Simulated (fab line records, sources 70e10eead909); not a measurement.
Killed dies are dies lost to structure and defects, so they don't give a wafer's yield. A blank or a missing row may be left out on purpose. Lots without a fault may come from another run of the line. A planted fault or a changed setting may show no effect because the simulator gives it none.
fab line records | flow nand_harc
record lots=23 wafers=69 last_day=25
route steps=1159 shown A_STAIRCASE@553
lots that met no fault: from a run of the same line without faults
start_h: hours from the record's first day to the start of the lot's first wafer shown | wait_h: hours since the lot's step before | " the same as in the row above | L1.1+2: a row that stands for several wafers | - no value, or no start given | * or withheld: withheld | < > ~ a bound
route shown NAME@n: a module of which the file shows steps, and the number in the route of the first | usual: mean/standard deviation of fault-free wafers | same: alike in all rows | chamber/n: place in a boat | sites: the reading at each site | _std_site: their standard deviation | _edge_site: outer sites' mean less inner sites' | radius_mm: how far each site lies from the wafer's centre | mask NAME#n: copy n | behind: the tool/chamber that last shaped the wafer | hold: why the lot was held/for how many hours/how that ended | device: the transistor (n, p or np) that didn't switch | end of line: the same wafers' tests at the end of the route | a step without rows: its recipe alone | killed: dies lost to structure and defects at the first sort, not the wafer's yield | map: a wafer's dies, x killed, . not, _ none there
set.NAME: the setting as run; set.NAME@STEP: as run at that earlier step | model.NAME: the simulator's own value behind a step, which no gauge read
steps of the route over a sample of lots; a table a step, a row a wafer
services: from which hour (start_h, from the record's first day; less than 0 if before it) a tool's chamber was out of use, for how many hours, and why
## steps
# step NHARC_A_STAIRCASE_ETCH_17
# recipe target_depth_a=1000 time_s=40.5 ion_energy_ev=400 c4f8_flow_sccm=20 o2_flow_sccm=10 ar_flow_sccm=withheld rf_w=600 bias_w=1000 chemistry=C4F8/O2
# usual chamber_pressure_mTorr=24.998/0.025 oes_product_au=0.937/0.011 rf_vpp_V=895/4.4
# columns lot.wafer tool chamber start_h wait_h chamber_pressure_mTorr oes_product_au rf_hours_counter_h rf_vpp_V
L075.3 rie_diel-13 1 - - 24.989 0.929 45 893
L075.1 " 2 " " 25.033 0.932 48 899
L075.5 " 3 " " 25.015 0.937 - 893
L074.1 rie_diel-13 3 - - 25.022 0.945 49 895
L074.2 " 0 " " 24.984 0.925 47 890
L074.3 " 2 " " 25.015 0.943 48 900
L076.2 rie_diel-04 2 - - 25.027 0.950 48 890
L076.4 " 0 " " 24.992 0.934 46 898
L076.6 " 2 " " 24.996 0.946 - 891
L077.2 rie_diel-08 3 - - 24.990 0.931 46 893
L077.5 " 3 " " 24.941 0.926 - 893
L077.4 " 1 " " 25.026 0.945 - 889
L081.1 rie_diel-04 1 - - 25.036 0.930 54 902
L081.3 " 0 " " 24.961 0.924 55 897
L081.5 " 1 " " 25.029 0.922 - 902
L080.1 rie_diel-08 1 - - 25.036 0.940 56 889
L080.6 " 1 " " 25.020 0.939 - 887
L080.5 " 0 " " 24.975 0.936 - 896
L084.1 rie_diel-04 1 - - 25.033 0.940 56 903
L084.2 " 2 " " 25.023 0.939 58 889
L084.5 " 1 " " 25.015 0.934 - 902
L082.2 rie_diel-04 0 - - 24.978 0.916 58 897
L082.4 " 2 " " 25.070 0.944 58 890
L082.5 " 0 " " 24.996 0.912 - 898
L083.4 rie_diel-04 0 - - 24.999 0.924 61 898
L083.1 " 1 " " 25.008 0.920 59 903
L083.6 " 3 " " 25.026 0.927 - 901
L079.1 rie_diel-08 1 - - 25.008 0.916 62 889
L079.2 " 0 " " 24.989 0.912 63 898
L079.6 " 0 " " 24.976 0.913 - 896
L086.4 rie_diel-04 0 - - 25.005 0.931 2 897
L086.2 " 1 " " 24.997 0.944 2 901
L086.1 " 2 " " 24.978 0.940 2 889
L088.1 rie_diel-13 1 - - 24.990 0.949 10 895
L088.4 " 2 " " 25.007 0.940 9 900
L088.3 " 0 " " 25.010 0.931 10 890
L087.3 rie_diel-08 3 - - 24.968 0.938 1 895
L087.2 " 0 " " 24.992 0.926 1 897
L087.4 " 3 " " 24.983 0.942 - 895
L085.3 rie_diel-08 1 - - 25.030 0.942 1 888
L085.1 " 3 " " 24.986 0.939 1 894
L085.6 " 0 " " 25.014 0.935 - 897
L089.4 rie_diel-13 2 - - 24.999 0.950 18 900
L089.2 " 1 " " 25.016 0.951 18 893
L089.5 " 3 " " 25.014 0.923 - 894
L091.1 rie_diel-13 3 - - 24.956 0.935 21 893
L091.4 " 0 " " 24.966 0.945 20 891
L091.5 " 3 " " 24.999 0.934 - 893
L090.2 rie_diel-13 1 - - 24.976 0.947 20 893
L090.4 " 0 " " 24.985 0.937 20 891
L090.5 " 2 " " 25.000 0.956 - 901
L093.4 rie_diel-13 0 - - 24.979 0.931 23 890
L093.3 " 1 " " 24.986 0.942 23 893
L093.1 " 2 " " 25.015 0.950 24 901
L092.3 rie_diel-13 1 - - 24.963 0.929 24 894
L092.1 " 3 " " 24.974 0.930 24 893
L092.5 " 1 " " 25.039 0.942 - 893
L094.1 rie_diel-04 2 - - 25.013 0.934 22 889
L094.2 " 1 " " 24.990 0.931 23 902
L094.5 " 3 " " 24.948 0.925 - 899
L095.4 rie_diel-08 3 - - 25.035 0.946 15 894
L095.2 " 0 " " 24.943 0.931 16 896
L095.6 " 1 " " 25.008 0.962 - 888
L096.3 rie_diel-08 3 - - 25.020 0.941 24 892
L096.2 " 0 " " 25.011 0.930 24 897
L096.1 " 2 " " 25.017 0.956 16 898
L097.2 rie_diel-08 0 - - 25.007 0.918 27 897
L097.4 " 1 " " 24.987 0.939 28 888
L097.6 " 3 " " 24.992 0.921 - 893
# step NHARC_A_STAIRCASE_TRIM_20
# recipe time_s=211.2 o2_flow_sccm=500 ar_flow_sccm=0 bias_w=0 chemistry=O2
# usual chamber_pressure_mTorr=59.99/0.051 drypump_motor_current_A=5.9/0.35 oes_product_au=0.997/0.0094 rf_vpp_V=57.6/0.85 showerhead_plenum_p_Torr=3.50/0.12 throttle_valve_pct=17.036/0.0092
# columns lot.wafer tool chamber start_h wait_h chamber_pressure_mTorr drypump_motor_current_A oes_product_au rf_hours_counter_h rf_vpp_V showerhead_plenum_p_Torr throttle_valve_pct
L075.3 rie_diel-04 1 245.28 0.1 60.04 5.5 0.991 42 58.5 3.72 17.036
L075.1 " 3 " " 59.95 6.1 0.991 46 57.0 3.67 17.051
L075.5 " 0 " " 59.98 6.1 1.004 - 55.9 3.57 17.038
L074.3 rie_diel-08 1 245.44 0.1 59.97 6.3 0.997 42 58.0 3.35 17.037
L074.1 " 3 " " 60.00 5.8 0.970 42 57.6 3.49 17.027
L074.2 " 0 " " 60.03 6.3 0.989 43 58.2 3.57 17.039
L076.4 rie_diel-04 3 254.71 0.1 59.89 6.1 0.988 51 58.6 3.67 17.045
L076.2 " 1 " " 60.08 5.5 0.998 46 58.6 3.71 17.027
L076.6 " 3 " " 60.02 6.1 0.984 - 58.8 3.67 17.040
L077.2 rie_diel-08 3 255.47 0.1 59.98 5.8 0.980 47 58.8 3.48 17.036
L077.5 " 1 " " 59.94 6.3 1.002 - 58.3 3.35 17.036
L077.4 " 3 " " 59.97 5.8 0.984 - 57.0 3.48 17.037
L081.1 rie_diel-04 3 275.19 0.1 59.86 6.1 0.981 59 56.7 3.67 17.041
L081.3 " 2 " " 60.00 5.4 0.998 56 57.4 3.37 17.055
L081.5 " 3 " " 60.03 6.1 0.989 - 57.8 3.66 17.029
L080.1 rie_diel-08 3 275.85 0.1 59.93 5.8 0.988 56 56.2 3.48 17.039
L080.5 " 1 " " 59.94 6.2 0.998 - 56.4 3.34 17.017
L080.6 " 0 " " 59.92 6.2 0.990 - 57.8 3.56 17.041
L084.2 rie_diel-08 1 280.03 0.1 60.02 6.3 0.993 58 56.3 3.34 17.031
L084.1 " 3 " " 59.93 5.8 0.991 58 58.2 3.48 17.034
L084.5 " 0 " " 59.95 6.3 0.999 - 56.7 3.56 17.029
L082.2 rie_diel-08 0 280.44 0.2 59.99 6.3 0.980 59 57.8 3.56 17.046
L082.5 " 3 " " 60.05 5.8 0.983 - 56.6 3.48 17.037
L082.4 " 1 " " 59.99 6.3 0.996 - 57.2 3.34 17.040
L083.1 rie_diel-08 3 288.77 0.3 59.98 5.8 0.996 62 57.0 3.48 17.043
L083.6 " 1 " " 60.09 6.3 1.006 - 57.4 3.34 17.045
L083.4 " 3 " " 60.05 5.8 0.989 - 58.4 3.48 17.038
L079.2 rie_diel-08 3 290.00 0.1 60.00 5.8 0.985 63 58.1 3.48 17.050
L079.1 " 1 " " 60.01 6.3 1.002 63 57.1 3.34 17.037
L079.6 " 0 " " 59.94 6.3 0.990 - 57.8 3.56 17.046
L086.2 rie_diel-13 0 305.23 0.1 60.03 5.5 0.993 10 58.2 3.37 17.026
L086.4 " 1 " " 60.04 5.2 1.012 10 57.0 3.46 17.036
L086.1 " 2 " " 60.06 5.7 1.002 9 58.2 3.65 17.030
L088.4 rie_diel-13 2 305.59 0.1 60.05 5.6 1.010 9 58.6 3.65 17.030
L088.3 " 3 " " 60.01 5.6 1.000 10 56.7 3.45 17.052
L088.1 " 1 " " 59.98 5.2 1.011 10 57.6 3.46 17.029
L087.2 rie_diel-08 1 313.21 0.1 60.06 6.2 1.005 1 58.0 3.33 17.037
L087.3 " 0 " " 59.99 6.3 0.990 1 58.1 3.55 17.035
L087.4 " 3 " " 60.02 5.8 1.003 - 56.6 3.47 17.033
L085.1 rie_diel-13 3 313.61 0.1 59.94 5.6 1.008 13 57.5 3.44 17.037
L085.3 " 1 " " 59.91 5.2 1.008 13 56.9 3.45 17.046
L085.6 " 3 " " 59.94 5.6 1.004 - 57.5 3.44 17.023
L089.2 rie_diel-08 1 327.26 0.1 60.03 6.2 1.023 7 57.5 3.33 17.043
L089.5 " 1 " " 60.04 6.2 1.014 - 55.6 3.33 17.042
L089.4 " 3 " " 60.00 5.8 1.005 - 56.7 3.47 17.036
L091.1 rie_diel-04 2 332.29 0.1 60.03 5.4 0.984 15 56.9 3.36 17.023
L091.4 " 0 " " 60.05 6.1 0.989 14 57.8 3.55 17.047
L091.5 " 1 " " 60.02 5.5 1.003 - 58.8 3.70 17.036
L090.4 rie_diel-08 0 334.08 0.1 60.01 6.3 1.000 9 57.7 3.55 17.026
L090.2 " 2 " " 60.06 5.5 1.010 0 58.2 3.60 17.033
L090.5 " 0 " " 59.98 6.3 0.996 - 57.2 3.55 17.041
L093.3 rie_diel-08 3 340.79 0.1 60.05 5.8 1.009 11 56.8 3.47 17.023
L093.4 " 0 " " 59.99 6.3 0.990 11 57.9 3.55 17.037
L093.1 " 2 " " 60.10 5.5 1.008 3 57.6 3.60 17.024
L092.1 rie_diel-04 3 341.37 0.1 60.02 6.1 0.987 16 57.9 3.65 17.061
L092.3 " 0 " " 60.04 6.1 0.999 17 58.8 3.55 17.028
L092.5 " 2 " " 59.98 5.4 1.003 - 56.8 3.36 17.036
L094.2 rie_diel-04 2 351.37 0.1 59.99 5.4 0.994 22 57.1 3.35 17.027
L094.1 " 0 " " 60.01 6.1 0.973 20 58.3 3.55 17.038
L094.5 " 2 " " 59.92 5.4 0.996 - 57.7 3.35 17.032
L095.2 rie_diel-13 0 352.24 0.1 60.04 5.5 1.010 29 57.3 3.36 17.035
L095.4 " 1 " " 59.96 5.2 1.008 28 58.2 3.45 17.035
L095.6 " 1 " " 60.05 5.2 1.002 - 56.8 3.44 17.034
L096.2 rie_diel-13 2 373.54 0.1 59.95 5.6 1.000 37 56.7 3.63 17.041
L096.3 " 3 " " 59.91 5.6 0.997 37 56.9 3.43 17.044
L096.1 " 0 " " 59.99 5.5 0.999 38 55.7 3.35 17.023
L097.4 rie_diel-04 2 385.02 0.1 59.96 5.4 0.998 34 59.2 3.35 17.027
L097.2 " 3 " " 60.05 6.1 0.997 30 57.1 3.64 17.028
L097.6 " 2 " " 60.00 5.4 1.006 - 56.7 3.35 17.033
# step NHARC_A_STAIRCASE_ETCH_21
# recipe target_depth_a=1000 time_s=40.5 ion_energy_ev=400 c4f8_flow_sccm=20 o2_flow_sccm=10 ar_flow_sccm=withheld rf_w=600 bias_w=1000 chemistry=C4F8/O2
# usual chamber_pressure_mTorr=25.002/0.02 oes_product_au=0.945/0.02 rf_vpp_V=895/4.5
# columns lot.wafer tool chamber start_h wait_h chamber_pressure_mTorr oes_product_au rf_hours_counter_h rf_vpp_V
L075.3 rie_diel-04 1 - - 24.989 0.919 42 902
L075.1 " 2 " " 25.000 0.939 45 890
L075.5 " 0 " " 25.007 0.943 - 897
L074.2 rie_diel-08 3 - - 25.003 0.937 42 894
L074.1 " 0 " " 25.039 0.940 43 899
L074.3 " 1 " " 25.017 0.957 42 888
L076.2 rie_diel-04 1 - - 25.055 0.931 46 903
L076.4 " 0 " " 24.993 0.943 47 899
L076.6 " 2 " " 25.023 0.935 - 890
L077.2 rie_diel-08 1 - - 24.988 0.951 47 889
L077.4 " 3 " " 24.977 0.916 - 894
L077.5 " 1 " " 24.977 0.945 - 890
L081.3 rie_diel-04 2 - - 25.020 0.960 56 891
L081.1 " 1 " " 24.957 0.937 54 902
L081.5 " 3 " " 24.995 0.936 - 902
L080.1 rie_diel-08 3 - - 25.022 0.927 56 893
L080.6 " 1 " " 24.992 0.935 - 889
L080.5 " 3 " " 24.970 0.927 - 894
L084.2 rie_diel-08 1 - - 24.981 0.932 58 888
L084.1 " 3 " " 25.003 0.918 58 895
L084.5 " 1 " " 25.003 0.926 - 889
L082.2 rie_diel-08 1 - - 24.994 0.921 58 889
L082.4 " 3 " " 25.031 0.924 - 894
L082.5 " 0 " " 24.970 0.923 - 898
L083.1 rie_diel-08 0 - - 25.002 0.915 63 895
L083.4 " 0 " " 24.995 0.916 - 897
L083.6 " 3 " " 25.001 0.926 - 896
L079.1 rie_diel-08 3 - - 25.048 0.918 63 892
L079.2 " 1 " " 25.018 0.926 63 889
L079.6 " 0 " " 24.996 0.922 - 897
L086.1 rie_diel-13 3 - - 25.023 0.962 10 894
L086.4 " 1 " " 24.990 0.949 10 895
L086.2 " 2 " " 24.989 0.956 9 900
L088.3 rie_diel-13 2 - - 25.001 0.951 9 900
L088.1 " 0 " " 24.973 0.925 10 891
L088.4 " 1 " " 24.983 0.940 10 892
L087.2 rie_diel-08 0 - - 25.024 0.923 1 897
L087.3 " 3 " " 24.965 0.949 1 894
L087.4 " 0 " " 25.024 0.936 - 896
L085.1 rie_diel-13 1 - - 25.001 0.943 13 894
L085.3 " 3 " " 25.006 0.941 13 893
L085.6 " 1 " " 24.990 0.948 - 894
L089.2 rie_diel-08 0 - - 25.048 0.954 7 897
L089.4 " 3 " " 25.001 0.962 - 893
L089.5 " 0 " " 25.028 0.945 - 896
L091.4 rie_diel-04 1 - - 24.987 0.942 16 903
L091.1 " 3 " " 24.972 0.952 13 900
L091.5 " 1 " " 24.998 0.946 - 902
L090.2 rie_diel-08 1 - - 25.034 0.990 9 888
L090.4 " 0 " " 25.020 0.966 9 896
L090.5 " 2 " " 25.020 0.985 - 899
L093.4 rie_diel-08 2 - - 24.982 0.988 3 899
L093.3 " 3 " " 25.003 0.974 11 897
L093.1 " 0 " " 25.010 0.966 11 898
L092.1 rie_diel-04 2 - - 25.035 0.955 17 889
L092.3 " 3 " " 24.985 0.947 16 900
L092.5 " 3 " " 25.013 0.952 - 901
L094.2 rie_diel-04 3 - - 24.995 0.920 20 900
L094.1 " 2 " " 24.994 0.933 22 889
L094.5 " 0 " " 24.993 0.924 - 896
L095.2 rie_diel-13 2 - - 25.019 0.979 29 901
L095.4 " 3 " " 25.025 0.981 30 892
L095.6 " 2 " " 25.004 0.984 - 901
L096.2 rie_diel-13 0 - - 24.967 0.957 38 888
L096.3 " 1 " " 24.986 0.964 38 893
L096.1 " 2 " " 25.021 0.951 37 901
L097.2 rie_diel-04 1 - - 25.023 0.965 35 902
L097.4 " 2 " " 24.999 0.972 34 889
L097.6 " 2 " " 25.015 0.966 - 888
# step NHARC_A_STAIRCASE_TRIM_189
# recipe time_s=211.2 o2_flow_sccm=500 ar_flow_sccm=0 bias_w=0 chemistry=O2
# usual chamber_pressure_mTorr=60.00/0.057 drypump_motor_current_A=5.7/0.36 oes_product_au=0.999/0.0097 rf_vpp_V=57.6/0.92 showerhead_plenum_p_Torr=3.49/0.12 throttle_valve_pct=17.036/0.0088
# columns lot.wafer tool chamber start_h wait_h chamber_pressure_mTorr drypump_motor_current_A oes_product_au rf_hours_counter_h rf_vpp_V showerhead_plenum_p_Torr throttle_valve_pct
L075.3 rie_diel-13 3 - - 60.08 5.6 0.992 50 57.8 3.46 17.038
L075.1 " 0 " " 60.10 5.5 0.987 47 58.0 3.38 17.034
L075.5 " 3 " " 59.98 5.6 1.002 - 58.4 3.46 17.032
L074.3 rie_diel-13 1 - - 60.09 5.2 1.008 47 56.3 3.46 17.046
L074.2 " 2 " " 60.02 5.6 1.000 50 57.9 3.66 17.021
L074.1 " 3 " " 59.99 5.6 1.010 50 57.3 3.46 17.029
L076.2 rie_diel-13 3 - - 60.02 5.6 1.004 55 57.5 3.45 17.026
L076.4 " 0 " " 59.93 5.5 0.981 52 56.9 3.38 17.049
L076.6 " 3 " " 60.10 5.7 0.997 - 56.4 3.46 17.038
L077.2 rie_diel-08 0 - - 59.98 6.3 1.000 49 58.6 3.56 17.036
L077.5 " 1 " " 60.03 6.3 1.009 - 58.0 3.35 17.032
L077.4 " 3 " " 59.95 5.8 0.985 - 56.8 3.48 17.039
L081.3 rie_diel-04 2 - - 60.01 5.4 0.999 57 57.1 3.37 17.043
L081.1 " 0 " " 60.11 6.1 0.984 57 59.2 3.56 17.054
L081.5 " 2 " " 60.03 5.4 1.003 - 57.5 3.37 17.028
L080.1 rie_diel-08 3 - - 59.93 5.8 0.990 58 57.2 3.48 17.027
L080.5 " 3 " " 60.10 5.8 0.995 - 58.1 3.48 17.040
L080.6 " 0 " " 60.02 6.3 0.984 - 56.3 3.56 17.048
L084.1 rie_diel-04 0 - - 59.97 6.1 0.986 60 59.1 3.56 17.042
L084.2 " 1 " " 60.07 5.5 0.997 59 58.9 3.71 17.028
L084.5 " 2 " " 60.02 5.4 1.002 - 56.7 3.37 17.030
L082.4 rie_diel-13 0 - - 59.94 5.5 0.997 0 56.5 3.37 17.029
L082.2 " 2 " " 59.97 5.6 0.997 1 58.2 3.66 17.038
L082.5 " 0 " " 59.97 5.5 0.986 - 56.6 3.37 17.026
L083.1 rie_diel-08 0 - - 59.95 6.3 0.978 65 57.5 3.56 17.039
L083.6 " 1 " " 60.04 6.3 1.006 - 56.8 3.34 17.028
L083.4 " 3 " " 60.03 5.8 0.990 - 58.3 3.47 17.031
L079.1 rie_diel-13 1 - - 60.03 5.2 1.018 5 57.6 3.46 17.046
L079.2 " 2 " " 59.90 5.7 1.006 4 57.3 3.65 17.050
L079.6 " 2 " " 59.95 5.6 1.008 - 58.1 3.65 17.034
L086.4 rie_diel-04 1 - - 60.02 5.5 1.010 3 56.6 3.70 17.036
L086.2 " 2 " " 59.92 5.4 0.991 3 56.6 3.36 17.052
L086.1 " 0 " " 59.92 6.1 0.982 4 57.5 3.56 17.047
L088.1 rie_diel-13 0 - - 60.04 5.5 0.992 11 56.8 3.37 17.032
L088.3 " 1 " " 59.99 5.2 1.007 11 57.8 3.45 17.045
L088.4 " 3 " " 60.03 5.6 0.990 11 57.1 3.45 17.034
L085.1 rie_diel-08 0 - - 59.98 6.3 0.997 3 57.7 3.55 17.044
L085.3 " 1 " " 60.05 6.3 1.013 3 57.6 3.33 17.036
L085.6 " 0 " " 59.93 6.3 0.995 - 58.4 3.55 17.029
L087.4 rie_diel-13 0 - - 59.99 5.5 0.994 16 57.4 3.37 17.041
L087.2 " 1 " " 60.06 5.2 1.009 15 56.4 3.45 17.048
L087.3 " 2 " " 60.01 5.7 1.008 15 58.0 3.65 17.035
L089.2 rie_diel-04 2 - - 59.96 5.4 1.004 13 57.1 3.36 17.042
L089.4 " 3 " " 59.92 6.1 0.992 12 58.8 3.65 17.048
L089.5 " 1 " " 60.02 5.5 1.000 - 58.8 3.70 17.040
L091.4 rie_diel-13 2 - - 59.94 5.7 1.008 22 58.3 3.64 17.030
L091.1 " 3 " " 60.05 5.6 0.992 22 57.5 3.44 17.032
L091.5 " 3 " " 60.03 5.6 0.987 - 56.5 3.44 17.035
L090.2 rie_diel-13 0 - - 59.90 5.5 0.999 22 57.0 3.36 17.020
L090.4 " 2 " " 60.01 5.6 1.008 23 56.7 3.64 17.038
L090.5 " 1 " " 60.04 5.2 1.000 - 57.7 3.45 17.045
L093.4 rie_diel-13 0 - - 60.15 5.5 1.005 24 56.8 3.36 17.044
L093.3 " 2 " " 59.92 5.6 1.016 25 58.4 3.64 17.020
L093.1 " 3 " " 60.07 5.7 0.996 25 58.3 3.44 17.046
L092.1 rie_diel-04 0 - - 60.04 6.1 0.984 18 59.3 3.55 17.053
L092.3 " 1 " " 60.01 5.5 0.990 19 56.6 3.69 17.026
L092.5 " 2 " " 59.99 5.4 0.991 - 57.9 3.36 17.048
L094.2 rie_diel-13 1 - - 60.10 5.2 1.003 30 57.1 3.44 17.041
L094.1 " 3 " " 59.95 5.6 0.996 31 58.0 3.43 17.022
L094.5 " 1 " " 60.02 5.2 1.012 - 57.7 3.44 17.050
L095.2 rie_diel-08 2 - - 59.94 5.6 1.016 8 57.5 3.60 17.034
L095.4 " 3 " " 60.12 5.8 1.008 16 57.4 3.46 17.034
L095.6 " 2 " " 60.04 5.6 1.019 - 57.2 3.60 17.033
L096.2 rie_diel-08 0 - - 60.02 6.3 0.993 24 56.5 3.54 17.049
L096.1 " 2 " " 59.91 5.5 1.009 16 59.1 3.59 17.020
L096.3 " 3 " " 60.08 5.8 1.013 25 57.4 3.46 17.028
L097.2 rie_diel-04 1 - - 59.96 5.5 0.997 36 58.2 3.68 17.031
L097.4 " 2 " " 59.89 5.4 1.000 35 59.6 3.35 17.041
L097.6 " 2 " " 60.06 5.4 1.003 - 57.6 3.35 17.032
# step NHARC_A_STAIRCASE_ETCH_192
# recipe target_depth_a=1000 time_s=40.5 ion_energy_ev=400 c4f8_flow_sccm=20 o2_flow_sccm=10 ar_flow_sccm=withheld rf_w=600 bias_w=1000 chemistry=C4F8/O2
# usual chamber_pressure_mTorr=24.999/0.024 oes_product_au=0.938/0.011 rf_vpp_V=895/4.3
# columns lot.wafer tool chamber start_h wait_h chamber_pressure_mTorr oes_product_au rf_hours_counter_h rf_vpp_V
L075.3 rie_diel-13 0 - - 24.960 0.924 48 890
L075.1 " 1 " " 24.980 0.943 47 895
L075.5 " 2 " " 25.007 0.940 - 901
L074.3 rie_diel-13 1 - - 24.973 0.918 47 893
L074.2 " 3 " " 25.002 0.930 51 893
L074.1 " 0 " " 24.956 0.914 48 890
L076.2 rie_diel-13 3 - - 24.954 0.960 55 892
L076.4 " 2 " " 25.031 0.951 55 901
L076.6 " 3 " " 24.974 0.952 - 894
L077.2 rie_diel-08 1 - - 25.004 0.938 48 889
L077.4 " 0 " " 25.007 0.932 - 897
L077.5 " 3 " " 25.003 0.937 - 894
L081.3 rie_diel-04 0 - - 24.990 0.939 57 898
L081.1 " 2 " " 25.018 0.932 57 891
L081.5 " 0 " " 24.998 0.943 - 896
L080.1 rie_diel-08 1 - - 24.965 0.934 59 888
L080.6 " 0 " " 24.962 0.927 - 897
L080.5 " 1 " " 24.973 0.932 - 890
L084.1 rie_diel-04 1 - - 25.012 0.914 59 903
L084.2 " 2 " " 25.016 0.943 61 889
L084.5 " 2 " " 25.056 0.925 - 891
L082.2 rie_diel-13 2 - - 24.988 0.955 1 901
L082.4 " 3 " " 24.982 0.956 1 893
L082.5 " 2 " " 24.995 0.965 - 901
L083.1 rie_diel-08 0 - - 24.984 0.924 66 897
L083.4 " 1 " " 24.976 0.926 - 890
L083.6 " 0 " " 25.024 0.918 - 895
L079.2 rie_diel-13 1 - - 24.978 0.939 5 893
L079.1 " 3 " " 25.003 0.952 4 893
L079.6 " 2 " " 25.076 0.949 - 902
L086.2 rie_diel-04 1 - - 25.006 0.937 4 901
L086.1 " 2 " " 25.028 0.937 3 891
L086.4 " 0 " " 25.023 0.928 4 897
L088.4 rie_diel-13 3 - - 25.031 0.940 11 895
L088.3 " 1 " " 24.981 0.948 11 893
L088.1 " 2 " " 24.996 0.948 10 900
L085.3 rie_diel-08 1 - - 24.988 0.947 3 889
L085.1 " 3 " " 25.034 0.939 3 894
L085.6 " 3 " " 25.013 0.934 - 894
L087.3 rie_diel-13 1 - - 25.006 0.945 15 892
L087.4 " 2 " " 24.978 0.963 15 901
L087.2 " 0 " " 25.040 0.927 16 890
L089.2 rie_diel-04 1 - - 25.035 0.931 15 902
L089.4 " 2 " " 24.980 0.929 14 889
L089.5 " 1 " " 25.017 0.938 - 903
L091.4 rie_diel-13 1 - - 24.978 0.942 22 893
L091.1 " 3 " " 24.983 0.923 22 893
L091.5 " 1 " " 25.023 0.938 - 893
L090.2 rie_diel-13 2 - - 25.021 0.946 23 900
L090.4 " 3 " " 24.974 0.928 22 894
L090.5 " 2 " " 24.982 0.959 - 900
L093.1 rie_diel-13 1 - - 25.010 0.954 25 894
L093.3 " 2 " " 25.004 0.947 25 902
L093.4 " 3 " " 24.978 0.930 25 893
L092.1 rie_diel-04 1 - - 24.992 0.948 20 902
L092.3 " 2 " " 25.003 0.956 18 889
L092.5 " 1 " " 24.998 0.950 - 901
L094.1 rie_diel-13 3 - - 25.034 0.936 31 894
L094.2 " 0 " " 24.986 0.939 30 891
L094.5 " 3 " " 24.975 0.939 - 892
L095.2 rie_diel-08 1 - - 25.027 0.933 17 887
L095.4 " 2 " " 24.963 0.953 8 898
L095.6 " 3 " " 24.975 0.938 - 894
L096.3 rie_diel-08 2 - - 25.029 0.941 16 898
L096.1 " 0 " " 25.007 0.939 25 898
L096.2 " 1 " " 25.026 0.957 25 890
L097.2 rie_diel-04 1 - - 24.994 0.932 36 901
L097.4 " 3 " " 24.965 0.947 31 900
L097.6 " 1 " " 25.020 0.925 - 901
# step NHARC_A_STAIRCASE_STRIP_205
# recipe power_w=1500 temp_c=250 chemistry=O2
# usual drypump_motor_current_A=5.43/0.1 heater_power_w=321/15
# columns lot.wafer tool chamber start_h wait_h drypump_motor_current_A heater_power_w rf_hours_counter_h
L075.1 plasma_asher-01 1 250.28 0.1 5.45 333 50
L075.3 " 1 " " 5.44 341 -
L075.5 " 1 " " 5.47 326 -
L074.2 plasma_asher-02 0 251.35 0.1 5.29 305 19
L074.1 " 1 " " 5.38 307 19
L074.3 " 1 " " 5.39 301 -
L076.2 plasma_asher-01 0 259.65 0.1 5.56 346 54
L076.4 " 1 " " 5.43 341 -
L076.6 " 1 " " 5.42 337 -
L077.2 plasma_asher-02 1 261.20 0.1 5.44 296 24
L077.4 " 0 " " 5.28 309 -
L077.5 " 1 " " 5.40 302 -
L081.1 plasma_asher-02 0 281.10 0.8 5.29 306 31
L081.3 " 1 " " 5.44 314 -
L081.5 " 1 " " 5.41 309 -
L080.1 plasma_asher-01 0 285.86 1.9 5.55 323 1
L080.5 " 0 " " 5.55 322 -
L080.6 " 1 " " 5.41 345 -
L084.2 plasma_asher-02 1 291.15 0.2 5.44 303 33
L084.1 " 0 " " 5.28 305 33
L084.5 " 1 " " 5.44 310 -
L082.2 plasma_asher-01 0 291.41 0.4 5.59 332 2
L082.4 " 0 " " 5.55 325 -
L082.5 " 1 " " 5.45 341 -
L083.1 plasma_asher-02 1 296.71 0.1 5.41 300 35
L083.4 " 1 " " 5.40 303 -
L083.6 " 1 " " 5.38 301 -
L079.2 plasma_asher-01 0 297.06 0.2 5.63 325 5
L079.1 " 1 " " 5.43 330 5
L079.6 " 1 " " 5.43 335 -
L088.1 plasma_asher-02 1 311.68 0.1 5.41 311 40
L088.4 " 1 " " 5.42 304 -
L088.3 " 0 " " 5.29 316 -
L086.2 plasma_asher-01 1 314.31 0.1 5.43 337 11
L086.1 " 0 " " 5.60 330 11
L086.4 " 0 " " 5.57 333 -
L087.2 plasma_asher-01 1 319.74 0.1 5.40 340 13
L087.3 " 1 " " 5.42 331 -
L087.4 " 0 " " 5.60 327 -
L085.1 plasma_asher-02 1 320.25 0.3 5.41 302 44
L085.3 " 1 " " 5.39 309 -
L085.6 " 0 " " 5.30 302 -
L089.2 plasma_asher-01 1 333.48 0.1 5.41 332 17
L089.4 " 0 " " 5.56 326 -
L089.5 " 1 " " 5.41 327 -
L091.1 plasma_asher-02 1 337.31 0.1 5.39 308 49
L091.4 " 0 " " 5.31 309 -
L091.5 " 0 " " 5.31 303 -
L090.2 plasma_asher-01 1 339.36 0.1 5.44 335 20
L090.4 " 1 " " 5.43 335 -
L090.5 " 1 " " 5.40 336 -
L093.1 plasma_asher-02 1 345.65 0.1 5.45 304 53
L093.3 " 0 " " 5.29 309 -
L093.4 " 1 " " 5.38 309 -
L092.1 plasma_asher-02 1 346.34 0.4 5.43 302 53
L092.3 " 0 " " 5.28 306 -
L092.5 " 1 " " 5.38 306 -
L094.1 plasma_asher-01 0 356.63 0.1 5.58 336 23
L094.2 " 1 " " 5.42 335 23
L094.5 " 1 " " 5.44 332 -
L095.2 plasma_asher-02 0 357.40 0.1 5.30 317 60
L095.4 " 0 " " 5.29 309 -
L095.6 " 1 " " 5.40 308 -
L096.1 plasma_asher-01 0 378.26 0.1 5.60 332 33
L096.2 " 1 " " 5.42 335 33
L096.3 " 1 " " 5.44 340 -
L097.2 plasma_asher-01 0 391.31 0.1 5.59 328 37
L097.4 " 1 " " 5.43 342 -
L097.6 " 1 " " 5.41 338 -
## services
# columns tool chamber start_h hours kind
rie_diel-04 2 222.48 4.4 repair
rie_diel-13 0 229.30 3.6 repair
rie_diel-08 0 232.03 - clean
rie_diel-08 1 232.03 - clean
rie_diel-08 2 232.03 - clean
rie_diel-08 3 232.03 - clean
rie_diel-13 - 237.17 0.5 repair
rie_diel-08 0 256.62 - clean
rie_diel-08 1 256.62 - clean
rie_diel-08 2 256.62 - clean
rie_diel-08 3 256.62 - clean
rie_diel-13 1 268.75 6.3 repair
plasma_asher-02 - 270.20 1.7 repair
plasma_asher-01 - 276.30 9.0 pm
rie_diel-13 - 276.66 9.0 pm
rie_diel-08 0 281.13 - clean
rie_diel-08 1 281.13 - clean
rie_diel-08 2 281.13 - clean
rie_diel-08 3 281.13 - clean
plasma_asher-02 - 282.42 2.9 repair
rie_diel-04 - 289.96 9.0 pm
rie_diel-08 - 301.84 9.0 pm
plasma_asher-02 - 357.98 4.5 repair
plasma_asher-02 - 362.52 9.0 pm
## key
fault none
